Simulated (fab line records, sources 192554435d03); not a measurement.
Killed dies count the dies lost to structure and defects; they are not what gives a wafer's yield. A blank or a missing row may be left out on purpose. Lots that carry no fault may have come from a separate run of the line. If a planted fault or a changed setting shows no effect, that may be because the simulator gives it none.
fab line records	flow n5_finfet
record lots=24	wafers=72	last_day=17
route steps=1938 shown BEOL_M2@844
lots untouched by any fault: they come from a run of this same line in which no faults occurred
start_h: start of the lot's first displayed wafer, in hours after the record's first day	wait_h: hours elapsed since this lot's preceding step	" as in the row above	L1.1+2: a row that stands for several wafers	- value missing, or start not given	* or withheld: withheld	< > ~ a bound
route shown NAME@n: NAME is a module with steps in the file, n the number in the route of the first one	usual: the fault-free wafers' mean and standard deviation	same: alike in all rows	chamber/n: place in a boat	sites: readings site by site	_std_site: standard deviation across them	_edge_site: the outer-site mean with the inner-site mean subtracted	radius_mm: for every site, how far away it sits from the centre of the wafer	mask NAME#n: copy n	behind: tool/chamber where the wafer was last shaped	hold: cause of the lot's hold/its duration in hours/its outcome	device: transistor that didn't switch, given as n, p or np	end of line: the tests these same wafers got at the end of their route	where a step has no rows: the recipe by itself	killed: at the first sort, the dies lost to defects and structure; wafer yield is something else	map: a wafer's dies, marking killed ones x, the rest . and places with no die _
set.NAME: the setting the step ran with; set.NAME@STEP: the setting that earlier step ran with	model.NAME: the simulator's own value behind a step, which no gauge read
a sample of lots followed through the steps of the route, with each step as a table and each wafer as a row
services: the hour from which a tool's chamber was out of use, counted from the record's first day as start_h (under 0 if before that day), plus the number of hours and why
## steps
# step N5_BEOL_M2_HM_DEP_02
# recipe material=TiN	target_thk_a=200	temp_c=25	chamber_pressure_pa=0.49996
# usual throttle_valve_pct=30.3/0.89
lot.wafer	tool	chamber	start_h	wait_h	throttle_valve_pct
L074.4	pvd_sputter-01	-	132.70	0.5	30.6
L074.5	"	-	"	"	30.0
L074.6	"	-	"	"	30.5
L075.2	pvd_sputter-02	-	133.46	0.0	30.9
L075.3	"	-	"	"	31.5
L075.5	"	-	"	"	29.8
L076.2	pvd_sputter-02	-	141.15	0.1	30.7
L076.4	"	-	"	"	31.7
L076.5	"	-	"	"	30.9
L077.1	pvd_sputter-02	-	152.42	0.2	30.1
L077.2	"	-	"	"	31.7
L077.6	"	-	"	"	29.9
L078.1	pvd_sputter-02	-	156.96	2.0	29.6
L078.3	"	-	"	"	31.4
L078.6	"	-	"	"	31.5
L079.1	pvd_sputter-03	-	165.79	1.9	29.6
L079.2	"	-	"	"	31.8
L079.5	"	-	"	"	29.8
L081.3	pvd_sputter-01	-	181.74	0.6	30.6
L081.5	"	-	"	"	29.7
L081.6	"	-	"	"	30.6
L083.3	pvd_sputter-02	-	187.10	0.9	30.0
L083.4	"	-	"	"	31.6
L083.5	"	-	"	"	31.3
L082.1	pvd_sputter-02	-	187.24	0.8	29.9
L082.4	"	-	"	"	30.7
L082.5	"	-	"	"	31.7
L080.1	pvd_sputter-01	-	194.37	1.6	30.6
L080.5	"	-	"	"	30.7
L080.6	"	-	"	"	29.7
L084.1	pvd_sputter-01	-	194.47	1.4	30.7
L084.2	"	-	"	"	29.6
L084.6	"	-	"	"	28.7
L085.3	pvd_sputter-03	-	200.21	2.0	28.8
L085.4	"	-	"	"	31.7
L085.5	"	-	"	"	29.8
L086.1	pvd_sputter-02	-	203.90	2.7	29.7
L086.2	"	-	"	"	30.6
L086.5	"	-	"	"	30.6
L087.1	pvd_sputter-01	-	209.78	1.4	30.6
L087.2	"	-	"	"	28.8
L087.3	"	-	"	"	29.6
L088.1	pvd_sputter-03	-	220.34	1.4	30.8
L088.2	"	-	"	"	29.4
L088.6	"	-	"	"	28.8
L089.1	pvd_sputter-01	-	223.81	1.2	30.4
L089.2	"	-	"	"	28.6
L089.4	"	-	"	"	30.8
L091.1	pvd_sputter-03	-	229.19	0.0	29.0
L091.2	"	-	"	"	30.9
L091.3	"	-	"	"	30.1
L090.3	pvd_sputter-03	-	239.41	2.7	32.0
L090.5	"	-	"	"	29.7
L090.6	"	-	"	"	29.2
L093.2	pvd_sputter-02	-	241.08	0.3	30.1
L093.3	"	-	"	"	31.6
L093.4	"	-	"	"	29.9
L092.2	pvd_sputter-03	-	241.37	0.4	29.0
L092.4	"	-	"	"	31.8
L092.6	"	-	"	"	31.7
L094.4	pvd_sputter-01	-	254.89	1.4	30.5
L094.5	"	-	"	"	30.6
L094.6	"	-	"	"	29.7
L096.1	pvd_sputter-02	-	264.11	2.3	31.1
L096.2	"	-	"	"	31.3
L096.5	"	-	"	"	29.8
L095.1	pvd_sputter-03	-	264.32	0.8	30.6
L095.4	"	-	"	"	31.8
L095.5	"	-	"	"	31.0
L097.2	pvd_sputter-02	-	271.45	0.6	29.8
L097.3	"	-	"	"	30.7
L097.4	"	-	"	"	30.0
# step N5_BEOL_M2_CD_MEAS_11
# recipe target_cd_nm=16.79	landing_energy_ev=500	detector=se_inlens	polarity=opening
# usual cd_nm=16.83/0.23
lot.wafer	tool	chamber	start_h	wait_h	cd_nm
L074.4	cd_sem-03	0	135.38	-	16.68
L074.5	"	0	"	"	16.63
L074.6	"	0	"	"	16.49
L075.2	cd_sem-03	0	135.42	-	17.51
L075.3	"	0	"	"	17.28
L075.5	"	0	"	"	16.73
L076.2	cd_sem-03	0	141.67	-	16.66
L076.4	"	0	"	"	16.81
L076.5	"	0	"	"	16.78
L077.1	cd_sem-02	0	152.81	-	17.00
L077.2	"	0	"	"	17.16
L077.6	"	0	"	"	16.79
L078.1	cd_sem-03	0	157.35	-	16.79
L078.3	"	0	"	"	16.50
L078.6	"	0	"	"	16.88
L079.1	cd_sem-03	0	166.18	-	16.68
L079.2	"	0	"	"	16.81
L079.5	"	0	"	"	16.97
L081.3	cd_sem-01	0	182.14	-	16.61
L081.5	"	0	"	"	16.65
L081.6	"	0	"	"	17.05
L083.3	cd_sem-03	0	187.62	-	16.58
L083.4	"	0	"	"	16.74
L083.5	"	0	"	"	16.29
L082.1	cd_sem-03	0	187.79	-	17.08
L082.4	"	0	"	"	16.69
L082.5	"	0	"	"	16.66
L080.1	cd_sem-03	0	194.77	-	16.58
L080.5	"	0	"	"	17.11
L080.6	"	0	"	"	16.53
L084.1	cd_sem-02	0	194.99	-	16.72
L084.2	"	0	"	"	16.71
L084.6	"	0	"	"	16.37
L085.3	cd_sem-02	0	200.61	-	16.89
L085.4	"	0	"	"	16.60
L085.5	"	0	"	"	17.12
L086.1	cd_sem-01	0	204.42	-	16.76
L086.2	"	0	"	"	16.87
L086.5	"	0	"	"	16.78
L087.1	cd_sem-02	0	210.30	-	16.87
L087.2	"	0	"	"	16.72
L087.3	"	0	"	"	16.87
L088.1	cd_sem-02	0	220.86	-	16.69
L088.2	"	0	"	"	17.03
L088.6	"	0	"	"	16.87
L089.1	cd_sem-03	0	224.42	-	16.65
L089.2	"	0	"	"	16.72
L089.4	"	0	"	"	16.91
L091.1	cd_sem-03	0	229.59	-	16.77
L091.2	"	0	"	"	17.04
L091.3	"	0	"	"	16.73
L090.3	cd_sem-01	0	239.94	-	16.62
L090.5	"	0	"	"	17.01
L090.6	"	0	"	"	16.98
L093.2	cd_sem-02	0	241.47	-	16.87
L093.3	"	0	"	"	16.55
L093.4	"	0	"	"	16.48
L092.2	cd_sem-01	0	241.90	-	16.80
L092.4	"	0	"	"	16.83
L092.6	"	0	"	"	16.65
L094.4	cd_sem-03	0	255.29	-	16.62
L094.5	"	0	"	"	16.58
L094.6	"	0	"	"	16.77
L096.1	cd_sem-03	0	264.64	-	17.27
L096.2	"	0	"	"	16.96
L096.5	"	0	"	"	16.91
L095.1	cd_sem-03	0	264.72	-	16.79
L095.4	"	0	"	"	16.77
L095.5	"	0	"	"	16.81
L097.2	cd_sem-01	0	272.96	-	17.44
L097.3	"	0	"	"	16.91
L097.4	"	0	"	"	16.94
# step N5_BEOL_M2_HM_OPEN_17
# recipe chemistry=Cl2/BCl3	target_depth_a=200	overetch_a=60	target=TiN	mask_material=SOC	ion_energy_ev=150	pressure_mtorr=10	icp_w=1000	bias_w=126	Cl2_flow_sccm=53.25	bcl3_flow_sccm=21.75	Ar_flow_sccm=25
# usual drypump_motor_current_A=5.4/0.67	oes_product_au=0.65/0.061	throttle_valve_pct=22.13/0.19
lot.wafer	tool	chamber	start_h	wait_h	drypump_motor_current_A	oes_product_au	rf_hours_counter_h	throttle_valve_pct
L074.4	rie_metal-02	1	136.50	0.1	5.2	0.54	-	22.21
L074.5	"	1	"	"	5.3	0.53	-	22.21
L074.6	"	0	"	"	6.4	0.75	-	22.17
L075.2	rie_metal-03	0	136.55	0.0	4.8	0.67	39	22.33
L075.3	"	1	"	"	4.7	0.69	-	22.11
L075.5	"	0	"	"	4.8	0.66	-	22.34
L076.2	rie_metal-02	1	142.06	0.0	5.3	0.54	118	22.20
L076.4	"	0	"	"	6.4	0.74	-	22.19
L076.5	"	1	"	"	5.3	0.54	-	22.21
L077.1	rie_metal-02	0	153.19	0.0	6.4	0.73	16	22.19
L077.2	"	1	"	"	5.3	0.53	119	22.22
L077.6	"	0	"	"	6.4	0.74	-	22.18
L078.1	rie_metal-01	0	158.29	0.0	6.1	0.65	41	21.67
L078.3	"	0	"	"	6.1	0.65	-	21.67
L078.6	"	1	"	"	5.4	0.60	-	22.17
L079.1	rie_metal-03	1	166.56	0.0	4.7	0.69	34	22.10
L079.2	"	0	"	"	4.8	0.66	40	22.35
L079.5	"	1	"	"	4.7	0.68	-	22.09
L081.3	rie_metal-03	1	182.54	0.1	4.7	0.68	-	22.11
L081.5	"	0	"	"	4.7	0.66	-	22.36
L081.6	"	1	"	"	4.7	0.68	-	22.11
L083.3	rie_metal-02	0	188.02	0.1	6.4	0.72	-	22.20
L083.4	"	1	"	"	5.3	0.53	-	22.21
L083.5	"	1	"	"	5.3	0.53	-	22.20
L082.1	rie_metal-02	1	188.16	0.0	5.2	0.53	123	22.20
L082.4	"	0	"	"	6.4	0.72	-	22.18
L082.5	"	1	"	"	5.2	0.54	-	22.21
L080.1	rie_metal-02	1	195.88	0.0	5.2	0.53	123	22.19
L080.5	"	1	"	"	5.2	0.54	-	22.21
L080.6	"	0	"	"	6.4	0.73	-	22.19
L084.1	rie_metal-01	0	196.11	0.0	6.1	0.66	45	21.67
L084.2	"	1	"	"	5.4	0.60	73	22.18
L084.6	"	0	"	"	6.1	0.65	-	21.67
L085.3	rie_metal-01	1	201.01	0.1	5.4	0.61	-	22.16
L085.4	"	0	"	"	6.1	0.65	-	21.66
L085.5	"	0	"	"	6.1	0.67	-	21.65
L086.1	rie_metal-03	0	205.65	0.1	4.8	0.66	44	22.35
L086.2	"	1	"	"	4.7	0.69	38	22.08
L086.5	"	0	"	"	4.8	0.66	-	22.34
L087.1	rie_metal-03	1	210.73	0.0	4.7	0.68	39	22.10
L087.2	"	0	"	"	4.8	0.66	45	22.33
L087.3	"	1	"	"	4.7	0.68	-	22.11
L088.1	rie_metal-03	1	221.24	0.0	4.7	0.67	42	22.11
L088.2	"	1	"	"	4.7	0.67	-	22.10
L088.6	"	1	"	"	4.7	0.67	-	22.12
L089.1	rie_metal-02	0	224.96	0.2	6.4	0.70	26	22.21
L089.2	"	0	"	"	6.4	0.71	-	22.21
L089.4	"	0	"	"	6.4	0.71	-	22.22
L091.1	rie_metal-02	0	229.96	0.0	6.4	0.70	27	22.20
L091.2	"	0	"	"	6.4	0.71	-	22.20
L091.3	"	0	"	"	6.4	0.70	-	22.20
L090.3	rie_metal-02	0	240.34	0.1	6.4	0.70	-	22.23
L090.5	"	0	"	"	6.4	0.69	-	22.22
L090.6	"	1	"	"	5.2	0.81	-	22.02
L093.2	rie_metal-03	1	242.18	0.0	4.7	0.66	44	22.12
L093.3	"	1	"	"	4.7	0.66	-	22.13
L093.4	"	0	"	"	4.8	0.64	-	22.37
L092.2	rie_metal-03	1	242.79	0.0	4.7	0.67	44	22.12
L092.4	"	0	"	"	4.8	0.64	-	22.37
L092.6	"	0	"	"	4.8	0.65	-	22.37
L094.4	rie_metal-03	1	255.94	0.1	4.7	0.66	-	22.11
L094.5	"	0	"	"	4.8	0.65	-	22.36
L094.6	"	1	"	"	4.7	0.67	-	22.10
L096.1	rie_metal-01	0	265.06	0.0	6.1	0.65	47	21.70
L096.2	"	1	"	"	5.4	0.60	76	22.18
L096.5	"	0	"	"	6.1	0.65	-	21.69
L095.1	rie_metal-01	1	265.23	0.0	5.4	0.60	76	22.19
L095.4	"	1	"	"	5.3	0.60	-	22.19
L095.5	"	1	"	"	5.4	0.60	-	22.19
L097.2	rie_metal-01	0	273.34	0.0	6.1	0.65	49	21.67
L097.3	"	1	"	"	5.4	0.60	-	22.19
L097.4	"	0	"	"	6.1	0.64	-	21.69
# step N5_BEOL_M2_ALD_98
# recipe material=SiO2	target_thk_a=25	temp_c=100	ald_precursor_family=BDEAS	ald_co_reactant=O2-plasma	pulse_time_s=1	co_reactant_pulse_time_s=1	purge_time_s=2	co_reactant_purge_time_s=2	ald_cycles=17	pressure_torr=2
# usual heater_power_w=78/8.5	precursor_pulse_height_rel=1.000/0.02
# same purge_time_s=2
lot.wafer	tool	chamber	start_h	wait_h	heater_power_w	precursor_pulse_height_rel
L074.4	ald_sin-01	1	137.58	0.2	85	1.010
L074.5	"	3	"	"	70	1.016
L074.6	"	2	"	"	84	0.999
L075.2	ald_sin-04	3	137.62	0.2	99	0.994
L075.3	"	0	"	"	78	1.002
L075.5	"	1	"	"	71	1.017
L076.2	ald_sin-04	2	142.84	0.1	70	1.004
L076.4	"	3	"	"	96	1.017
L076.5	"	1	"	"	68	1.000
L077.1	ald_sin-03	3	154.49	0.1	62	1.013
L077.2	"	2	"	"	74	0.974
L077.6	"	0	"	"	83	0.995
L078.1	ald_sin-03	2	159.10	0.1	72	1.021
L078.3	"	3	"	"	62	1.020
L078.6	"	2	"	"	73	0.986
L079.1	ald_sin-03	0	167.37	0.1	83	0.981
L079.2	"	1	"	"	82	0.968
L079.5	"	3	"	"	62	0.975
L081.3	ald_sin-01	1	183.27	0.1	86	1.028
L081.5	"	3	"	"	70	0.957
L081.6	"	0	"	"	78	1.001
L083.3	ald_sin-01	0	189.16	0.3	81	0.996
L083.4	"	3	"	"	71	1.009
L083.5	"	2	"	"	84	1.009
L082.1	ald_sin-01	1	189.74	0.5	86	0.977
L082.4	"	2	"	"	83	1.023
L082.5	"	1	"	"	85	0.997
L080.1	ald_sin-01	0	196.99	0.1	80	0.980
L080.5	"	1	"	"	88	1.043
L080.6	"	0	"	"	80	0.999
L084.1	ald_sin-04	1	196.99	0.1	72	1.012
L084.2	"	2	"	"	71	0.994
L084.6	"	0	"	"	74	0.994
L085.3	ald_sin-04	2	202.00	0.1	67	0.983
L085.4	"	3	"	"	97	1.012
L085.5	"	2	"	"	69	1.016
L086.1	ald_sin-01	2	207.00	0.1	85	1.013
L086.2	"	1	"	"	87	0.968
L086.5	"	3	"	"	69	1.031
L087.1	ald_sin-04	2	211.54	0.1	68	0.990
L087.2	"	0	"	"	75	1.006
L087.3	"	1	"	"	71	1.016
L088.1	ald_sin-01	2	222.87	0.1	85	0.992
L088.2	"	3	"	"	70	1.000
L088.6	"	2	"	"	87	0.989
L089.1	ald_sin-04	3	227.26	1.2	95	0.974
L089.2	"	1	"	"	72	0.978
L089.4	"	2	"	"	69	1.000
L091.1	ald_sin-01	0	230.87	0.1	82	0.987
L091.2	"	3	"	"	71	0.987
L091.3	"	1	"	"	85	0.993
L090.3	ald_sin-01	2	241.34	0.2	84	0.989
L090.5	"	0	"	"	80	0.977
L090.6	"	3	"	"	69	0.988
L093.2	ald_sin-01	2	243.34	0.3	82	0.973
L093.3	"	1	"	"	88	0.970
L093.4	"	3	"	"	72	0.975
L092.2	ald_sin-03	1	243.79	0.2	80	0.982
L092.4	"	0	"	"	83	1.007
L092.6	"	1	"	"	80	0.978
L094.4	ald_sin-01	2	256.69	0.1	84	0.967
L094.5	"	2	"	"	83	1.001
L094.6	"	1	"	"	86	0.997
L096.1	ald_sin-03	1	265.82	0.1	81	1.051
L096.2	"	3	"	"	61	1.011
L096.5	"	2	"	"	70	0.999
L095.1	ald_sin-03	0	266.44	0.4	83	1.014
L095.4	"	3	"	"	61	1.004
L095.5	"	3	"	"	63	1.014
L097.2	ald_sin-04	2	274.42	0.1	69	1.000
L097.3	"	1	"	"	71	0.999
L097.4	"	0	"	"	75	1.011
# step N5_BEOL_M2_ETCH_70
# recipe chemistry=N2/H2	target=SOC	target_depth_a=800	overetch_a=240	mask_material=SiARC	temp_c=40	time_s=130	ion_energy_ev=200	pressure_mtorr=30	source_w=840	bias_w=150	n2_flow_sccm=200	h2_flow_sccm=200
# usual drypump_motor_current_A=5.6/0.51	oes_product_au=0.62/0.058	rf_vpp_V=525.0/2.3	showerhead_plenum_p_Torr=2.58/0.078	throttle_valve_pct=17.70/0.23
lot.wafer	tool	chamber	start_h	wait_h	drypump_motor_current_A	oes_product_au	rf_hours_counter_h	rf_vpp_V	showerhead_plenum_p_Torr	throttle_valve_pct
L074.4	rie_diel-04	1	144.36	0.0	6.6	0.56	156	526.4	2.65	18.17
L074.5	"	0	"	"	5.8	0.50	-	522.8	2.50	18.06
L074.6	"	3	"	"	5.4	0.65	-	528.8	2.70	17.52
L075.2	rie_diel-02	2	145.89	0.0	5.5	0.69	8	521.9	2.49	17.56
L075.3	"	3	"	"	4.7	0.55	185	522.4	2.53	17.80
L075.5	"	2	"	"	5.5	0.70	-	523.3	2.49	17.57
L076.2	rie_diel-02	2	150.12	0.0	5.5	0.69	10	522.2	2.49	17.56
L076.4	"	2	"	"	5.5	0.69	-	522.7	2.49	17.56
L076.5	"	3	"	"	4.7	0.55	-	523.8	2.53	17.81
L077.1	rie_diel-04	3	156.78	0.0	5.4	0.65	44	528.0	2.70	17.51
L077.2	"	1	"	"	6.6	0.55	160	526.4	2.65	18.17
L077.6	"	1	"	"	6.6	0.56	-	526.1	2.64	18.16
L078.1	rie_diel-02	3	162.41	0.0	4.7	0.55	191	524.4	2.53	17.81
L078.3	"	1	"	"	4.9	0.61	81	525.5	2.58	17.60
L078.6	"	3	"	"	4.7	0.54	-	523.7	2.52	17.80
L079.1	rie_diel-03	2	168.65	0.0	5.4	0.51	250	522.7	2.50	17.91
L079.2	"	0	"	"	6.0	0.63	65	527.0	2.69	17.78
L079.5	"	1	"	"	5.7	0.68	-	525.9	2.60	17.42
L081.3	rie_diel-04	3	190.76	0.0	5.4	0.62	61	528.5	2.69	17.52
L081.5	"	1	"	"	6.6	0.55	-	526.0	2.64	18.20
L081.6	"	3	"	"	5.4	0.62	-	527.5	2.69	17.54
L083.3	rie_diel-04	1	191.82	0.0	6.7	0.55	177	525.1	2.64	18.20
L083.4	"	0	"	"	5.8	0.71	-	523.1	2.50	17.63
L083.5	"	1	"	"	6.6	0.54	-	527.1	2.64	18.19
L082.1	rie_diel-03	3	192.29	0.0	4.9	0.53	197	522.0	2.52	17.89
L082.4	"	2	"	"	5.4	0.71	3	522.6	2.50	17.46
L082.5	"	1	"	"	5.7	0.66	-	526.4	2.60	17.45
L080.1	rie_diel-02	0	197.14	0.0	6.2	0.68	14	527.8	2.71	17.52
L080.5	"	2	"	"	5.5	0.66	-	522.6	2.49	17.60
L080.6	"	3	"	"	4.7	0.54	-	523.0	2.52	17.84
L084.1	rie_diel-03	1	200.35	0.1	5.7	0.65	27	525.2	2.60	17.46
L084.2	"	1	"	"	5.7	0.66	-	525.9	2.60	17.45
L084.6	"	1	"	"	5.7	0.66	-	526.2	2.60	17.44
L085.3	rie_diel-02	3	206.46	0.0	4.7	0.54	206	523.4	2.52	17.84
L085.4	"	0	"	"	6.3	0.68	17	528.9	2.71	17.55
L085.5	"	1	"	"	4.9	0.59	-	526.2	2.57	17.63
L086.1	rie_diel-03	0	209.50	0.0	6.0	0.62	79	526.7	2.68	17.81
L086.2	"	2	"	"	5.4	0.68	10	523.7	2.50	17.45
L086.5	"	2	"	"	5.4	0.69	-	524.1	2.50	17.45
L087.1	rie_diel-03	1	212.17	0.0	5.7	0.65	33	524.1	2.59	17.46
L087.2	"	2	"	"	5.4	0.68	12	523.7	2.49	17.46
L087.3	"	0	"	"	6.0	0.62	80	526.8	2.68	17.82
L088.1	rie_diel-03	0	224.96	0.0	6.0	0.62	87	528.6	2.68	17.82
L088.2	"	2	"	"	5.4	0.66	18	521.7	2.49	17.46
L088.6	"	1	"	"	5.7	0.64	-	525.6	2.59	17.47
L089.1	rie_diel-03	0	233.49	0.0	6.0	0.62	89	527.4	2.68	17.82
L089.2	"	1	"	"	5.7	0.65	42	525.7	2.59	17.47
L089.4	"	2	"	"	5.4	0.66	20	522.4	2.49	17.47
L091.1	rie_diel-03	3	239.59	0.0	4.9	0.53	203	523.4	2.52	17.91
L091.2	"	0	"	"	6.0	0.60	91	526.4	2.68	17.83
L091.3	"	2	"	"	5.3	0.66	22	521.5	2.49	17.47
L090.3	rie_diel-04	3	241.77	0.0	5.4	0.61	79	527.2	2.68	17.56
L090.5	"	2	"	"	5.7	0.57	-	524.6	2.56	17.91
L090.6	"	3	"	"	5.4	0.61	-	528.0	2.69	17.54
L093.2	rie_diel-04	1	245.10	0.0	6.6	0.53	197	526.8	2.63	18.22
L093.3	"	3	"	"	5.4	0.61	80	528.6	2.68	17.56
L093.4	"	2	"	"	5.7	0.56	131	524.6	2.56	17.91
L092.2	rie_diel-03	1	249.74	0.0	5.7	0.64	48	525.8	2.59	17.50
L092.4	"	2	"	"	5.4	0.65	26	522.2	2.49	17.47
L092.6	"	3	"	"	4.9	0.53	-	522.7	2.52	17.92
L094.4	rie_diel-02	3	260.38	0.0	4.7	0.53	226	521.8	2.51	17.88
L094.5	"	3	"	"	4.7	0.53	-	522.2	2.51	17.89
L094.6	"	0	"	"	6.3	0.65	-	528.6	2.70	17.56
L096.1	rie_diel-03	0	266.09	0.0	6.0	0.61	101	528.0	2.67	17.86
L096.2	"	1	"	"	5.7	0.63	53	524.9	2.58	17.49
L096.5	"	2	"	"	5.4	0.65	-	521.4	2.49	17.48
L095.1	rie_diel-04	0	266.92	0.0	5.8	0.66	31	522.1	2.48	17.68
L095.4	"	1	"	"	6.7	0.52	-	524.9	2.63	18.25
L095.5	"	3	"	"	5.4	0.59	-	527.4	2.68	17.58
L097.2	rie_diel-03	2	275.92	0.0	5.4	0.65	36	522.9	2.48	17.48
L097.3	"	0	"	"	6.0	0.60	104	527.8	2.67	17.86
L097.4	"	3	"	"	4.9	0.52	216	522.7	2.51	17.93
# step N5_BEOL_M2_VIA_ETCH_34
# recipe chemistry=C4F6/O2	target_depth_a=694	mask_material=SOC	pressure_mtorr=15	ion_energy_ev=250	taper_deg=4	time_s=65.9	source_w=350	bias_w=170	Ar_flow_sccm=300	C4F6_flow_sccm=10	O2_flow_sccm=10
# usual drypump_motor_current_A=5.6/0.51	oes_product_au=0.84/0.083	rf_vpp_V=664/5.5	showerhead_plenum_p_Torr=2.88/0.082	throttle_valve_pct=30.63/0.2
lot.wafer	tool	chamber	start_h	wait_h	drypump_motor_current_A	oes_product_au	rf_hours_counter_h	rf_vpp_V	showerhead_plenum_p_Torr	throttle_valve_pct
L074.4	rie_diel-04	1	144.46	0.0	6.6	0.75	156	677	2.95	31.17
L074.5	"	0	"	"	5.8	0.67	-	659	2.79	30.82
L074.6	"	3	"	"	5.4	0.88	-	669	3.01	30.59
L075.2	rie_diel-02	2	146.00	0.0	5.5	0.95	8	662	2.81	30.68
L075.3	"	3	"	"	4.7	0.74	185	664	2.83	30.67
L075.5	"	2	"	"	5.5	0.95	-	662	2.81	30.70
L076.2	rie_diel-02	2	150.22	0.0	5.5	0.94	10	665	2.80	30.70
L076.4	"	2	"	"	5.5	0.93	-	663	2.81	30.70
L076.5	"	3	"	"	4.7	0.74	-	662	2.83	30.69
L077.1	rie_diel-04	3	156.89	0.0	5.4	0.88	44	668	3.00	30.57
L077.2	"	1	"	"	6.6	0.74	160	677	2.95	31.16
L077.6	"	1	"	"	6.6	0.74	-	679	2.95	31.19
L078.1	rie_diel-02	3	162.52	0.0	4.7	0.73	191	662	2.83	30.68
L078.3	"	1	"	"	4.9	0.82	81	665	2.86	30.42
L078.6	"	3	"	"	4.7	0.74	-	664	2.83	30.68
L079.1	rie_diel-03	2	168.75	0.0	5.4	0.68	250	660	2.79	30.71
L079.2	"	0	"	"	6.0	0.86	65	664	2.99	30.58
L079.5	"	1	"	"	5.7	0.93	-	657	2.92	30.53
L081.3	rie_diel-04	3	190.86	0.0	5.4	0.86	61	669	3.00	30.60
L081.5	"	1	"	"	6.6	0.74	-	676	2.95	31.23
L081.6	"	3	"	"	5.4	0.85	-	667	3.00	30.59
L083.3	rie_diel-04	1	191.93	0.0	6.6	0.73	177	677	2.94	31.20
L083.4	"	0	"	"	5.8	0.98	-	659	2.79	30.62
L083.5	"	1	"	"	6.6	0.73	-	678	2.94	31.19
L082.1	rie_diel-03	3	192.40	0.0	4.9	0.73	197	670	2.81	30.66
L082.4	"	2	"	"	5.4	0.97	3	662	2.79	30.30
L082.5	"	1	"	"	5.7	0.91	-	658	2.91	30.54
L080.1	rie_diel-02	0	197.25	0.0	6.2	0.93	14	665	3.02	30.50
L080.5	"	2	"	"	5.5	0.90	-	662	2.80	30.71
L080.6	"	3	"	"	4.7	0.73	-	664	2.83	30.70
L084.1	rie_diel-03	1	200.67	0.0	5.7	0.91	28	657	2.91	30.54
L084.2	"	1	"	"	5.7	0.91	-	658	2.91	30.54
L084.6	"	1	"	"	5.7	0.90	-	658	2.91	30.55
L085.3	rie_diel-02	3	206.57	0.0	4.7	0.73	206	663	2.82	30.71
L085.4	"	0	"	"	6.3	0.93	17	662	3.02	30.48
L085.5	"	1	"	"	4.9	0.81	-	663	2.86	30.45
L086.1	rie_diel-03	0	209.60	0.0	6.0	0.85	79	664	2.98	30.59
L086.2	"	2	"	"	5.4	0.93	10	661	2.78	30.30
L086.5	"	2	"	"	5.4	0.94	-	662	2.78	30.31
L087.1	rie_diel-03	1	212.28	0.0	5.7	0.90	33	658	2.91	30.54
L087.2	"	2	"	"	5.4	0.93	12	660	2.78	30.29
L087.3	"	0	"	"	6.0	0.84	80	664	2.98	30.60
L088.1	rie_diel-03	0	225.06	0.0	6.0	0.84	87	664	2.98	30.63
L088.2	"	2	"	"	5.4	0.92	18	659	2.78	30.31
L088.6	"	1	"	"	5.7	0.87	-	656	2.91	30.56
L089.1	rie_diel-03	0	233.59	0.0	6.0	0.84	89	663	2.98	30.62
L089.2	"	1	"	"	5.7	0.89	42	658	2.91	30.56
L089.4	"	2	"	"	5.4	0.93	20	660	2.78	30.33
L091.1	rie_diel-03	3	239.69	0.0	4.9	0.72	203	671	2.81	30.62
L091.2	"	0	"	"	6.0	0.83	91	665	2.97	30.62
L091.3	"	2	"	"	5.4	0.92	22	660	2.78	30.30
L090.3	rie_diel-04	3	241.88	0.0	5.4	0.83	79	668	2.99	30.61
L090.5	"	2	"	"	5.7	0.78	-	663	2.84	30.72
L090.6	"	3	"	"	5.4	0.83	-	668	2.99	30.60
L093.2	rie_diel-04	1	245.21	0.0	6.6	0.73	197	677	2.94	31.22
L093.3	"	3	"	"	5.4	0.83	80	669	2.99	30.61
L093.4	"	2	"	"	5.7	0.78	131	667	2.84	30.75
L092.2	rie_diel-03	1	249.85	0.0	5.7	0.86	48	658	2.90	30.58
L092.4	"	2	"	"	5.4	0.90	26	659	2.78	30.34
L092.6	"	3	"	"	4.9	0.72	-	671	2.81	30.66
L094.4	rie_diel-02	3	260.49	0.0	4.7	0.72	226	663	2.81	30.72
L094.5	"	3	"	"	4.7	0.71	-	664	2.81	30.71
L094.6	"	0	"	"	6.2	0.88	-	663	3.01	30.51
L096.1	rie_diel-03	0	266.20	0.0	6.0	0.82	101	663	2.97	30.64
L096.2	"	1	"	"	5.7	0.85	53	658	2.90	30.57
L096.5	"	2	"	"	5.4	0.89	-	660	2.77	30.33
L095.1	rie_diel-04	0	267.03	0.0	5.8	0.90	32	658	2.78	30.66
L095.4	"	1	"	"	6.6	0.71	-	677	2.93	31.23
L095.5	"	3	"	"	5.4	0.82	-	668	2.98	30.62
L097.2	rie_diel-03	2	276.02	0.0	5.4	0.87	36	661	2.77	30.33
L097.3	"	0	"	"	6.0	0.82	104	662	2.97	30.62
L097.4	"	3	"	"	4.9	0.71	216	672	2.80	30.66
## services
tool	chamber	start_h	hours	kind
rie_diel-03	3	130.40	1.7	repair
rie_metal-01	-	138.07	0.8	repair
pvd_sputter-03	-	140.90	4.9	repair
rie_diel-04	0	148.40	7.8	repair
rie_metal-03	-	149.47	16.2	repair
rie_diel-04	2	154.57	4.1	repair
rie_diel-04	2	159.80	4.9	repair
ald_sin-04	-	175.44	2.3	repair
rie_metal-02	1	175.71	1.0	repair
rie_diel-04	2	190.24	6.7	repair
rie_metal-02	-	190.94	2.8	pm
rie_diel-03	3	197.34	29.9	repair
rie_diel-03	2	197.76	2.9	repair
rie_diel-03	0	199.70	6.3	repair
rie_metal-01	-	210.31	14.6	pm
rie_metal-03	0	212.50	9.5	repair
rie_diel-02	-	215.16	4.3	pm
ald_sin-03	-	223.08	6.0	pm
rie_metal-01	-	224.91	28.1	pm
rie_diel-02	2	225.53	14.6	repair
rie_metal-02	0	246.38	7.4	repair
rie_metal-02	-	261.59	17.4	repair
rie_metal-03	0	263.45	13.8	repair
rie_metal-03	-	269.27	1.2	repair
## key
fault none
